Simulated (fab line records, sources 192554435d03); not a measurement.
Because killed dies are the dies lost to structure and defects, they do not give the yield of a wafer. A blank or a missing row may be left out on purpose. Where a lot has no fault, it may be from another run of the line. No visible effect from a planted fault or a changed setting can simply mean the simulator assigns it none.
Problem report, 8D (eight disciplines) form, completed by code -- flow n5_finfet -- the parts of the form that need people (team, actions taken, sign-off) are left out

## 1. THE PROBLEM
Wafers without a fault read 69, standard deviation 20; raw_defect_count at N5_BEOL_M2_INSPECT_59 reads a mean of 330 on 6 wafers belonging to 2 lots. Relative to the usual mean, that is a shift of +13 standard deviations.
The step: inspects for defects (darkfield).
Earliest sighting: wafer L166.2 on defect_inspect-02 at day 9 13:42. The record has a number at this step for 24 wafers belonging to 8 lots. The rule behind "out" and "out of limits": a value lying over 4 standard deviations away from the usual mean. Any other wafer with a number is counted as sound.

## 2. WHAT IT IS, AND WHAT IT ISN'T
question,is,is not
which readings at this step,raw_defect_count,-
which lots,"L166, L168","L156, L157, L158, L159, L174, L179"
which wafers of those lots,all that have a number,-
read on which gauges,"defect_inspect-01, defect_inspect-02",-
when,from day 9 13:42,"up to then (12 sound wafers); but 6 sound wafers of L174, L179 came after"

## 3. THE SUSPECTS, EACH WITH WHAT RULES IT OUT
Counting: a tool stays on the suspect list if, at a process step up to the reading, it processed all lots that are out and no sound lot following the first of them.
- ruled out: the gauge at N5_BEOL_M2_INSPECT_59. Those wafers that are out were read across 2 gauges (defect_inspect-01, defect_inspect-02).
- pvd_sputter-03 at N5_BEOL_M2_ANNEAL_89 (time 240 s): ruled out as a lasting fault. The sound lots L174 went through it after L166, its earliest lot that is out (day 9 11:49).
- pvd_sputter-03 at N5_BEOL_M2_SPUTTER_94 (material Cu, target thk 4.5 nm, time 8.29 s): ruled out as a lasting fault. The sound lots L174 went through it after L166, its earliest lot that is out (day 9 12:23).
- cvd_co-02 at N5_BEOL_M2_PRE_CLEAN_60 (time 15 s): kept. All lots that are out passed through it, beginning with L166 at day 9 13:27, and no sound lot followed; its final sound lot before that point was L158 at day 7 11:24.
After counting, what remains is cvd_co-02 at N5_BEOL_M2_PRE_CLEAN_60.

## 4. THE CAUSE (what the simulator had put in)
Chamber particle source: cvd_co-02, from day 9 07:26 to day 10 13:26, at N5_BEOL_M2_PRE_CLEAN_60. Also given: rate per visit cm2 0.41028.
This tool alone remained once counting was done.

## 5. THE CHAIN OF EFFECTS, in route order
One row per reading whose mean, taken over the struck wafers that have a number, lies over 3 standard deviations from the usual. Scope: only readings with a usual standard deviation given in the record; hours: median across lots of the time from each lot's start at the first step in this table that gives one to its start at this step; sigmas: change in usual standard deviations.
hours,step,reading,usual,on struck wafers,change,sigmas
0,N5_BEOL_M2_INSPECT_59,raw_defect_count,69,330,+261,+13
115,N5_PASSIVATION_PROBE_49,defect_limited_yield,91.1 %,84.1,-7.0,-4.7
115,N5_PASSIVATION_PROBE_49,killed_at_M0_to_M3,35,122,+87,+7.9
115,N5_PASSIVATION_PROBE_49,killed_dies,105,188,+83,+4.6
115,N5_PASSIVATION_PROBE_49,sort_bin_5_function,5.2 %,10.2,+5.0,+5.0
115,N5_PASSIVATION_PROBE_49,sort_n_pass,1074,992,-82,-4.5
115,N5_PASSIVATION_PROBE_49,sort_yield_pct,91.0 %,84.1,-6.9,-4.6
The process steps in it:
- N5_PASSIVATION_PROBE_49
Later measuring or inspecting steps at which every struck wafer that the step has a row for has a number for every such reading, and none has moved that far: N5_BEOL_M3_INSPECT_13, N5_BEOL_M4_RC_MEAS_101.

## 6. WHAT WOULD HAVE CAUGHT IT SOONER
6 hours passed between the start of the fault at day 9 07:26 and the first reading out of limits at a measuring or inspecting step in this record, taken at day 9 13:42.
Tool readings at N5_BEOL_M2_PRE_CLEAN_60 with a usual standard deviation given in the record: none out on any struck wafer, hence no alarm at a limit of 4 standard deviations on them.
Among the 2 lots that are out, L168 began N5_BEOL_M2_PRE_CLEAN_60 on cvd_co-02 after day 9 13:42. It would have been spared by a hold on the tool at that moment.
